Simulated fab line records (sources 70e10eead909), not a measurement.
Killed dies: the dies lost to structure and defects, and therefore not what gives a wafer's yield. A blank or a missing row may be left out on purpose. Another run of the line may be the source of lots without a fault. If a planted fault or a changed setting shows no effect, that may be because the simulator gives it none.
Matching of chambers ; flow nand harc ; pecvd-02 running NHARC_A_STAIRCASE_DEP_151: 3 sister chambers
The step deposits SiO2, target thk 7200 nm. 6 wafers are shown with their chamber, then 8 later ones without.

== WAFERS WITH THEIR CHAMBER ==
wafer;chamber;heater power w (W)
L085.2;0;719
L088.4;2;625
L089.1;2;779
L089.2;1;558
L089.3;0;791
L089.4;1;533

== WAFERS WITH NO CHAMBER GIVEN ==
wafer;heater power w (W)
L089.5;629
L089.6;657
L090.1;546
L090.4;654
L090.5;620
L097.2;544
L097.4;654
L097.5;605

== THE CHAMBER EACH PASSED THROUGH ==
wafer;from the rows above;in truth
L089.5;can't be placed: 2 or 1 or 0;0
L089.6;can't be placed: 2 or 0 or 1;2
L090.1;1;1
L090.4;can't be placed: 2 or 0 or 1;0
L090.5;can't be placed: 1 or 2 or 0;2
L097.2;1;1
L097.4;can't be placed: 2 or 0 or 1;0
L097.5;can't be placed: 1 or 2 or 0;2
2 of 8 placed correctly. Not placeable from these rows: 6 (in 6, the candidates include the true chamber). Placed wrongly: 0.
How it was worked out, from the rows above alone: a wafer's distance from a chamber is the root of the sum, over the readings, of the square of ((its reading less the chamber's mean) divided by the reading's scatter). The wafer belongs to the nearest chamber; if the next one is less than 2 further off, it can't be placed. A chamber's mean is the mean of its shown wafers. The scatter: take each reading less its chamber's mean, square it, sum over the shown wafers, divide by the number of wafers less the number of chambers, and take the root.
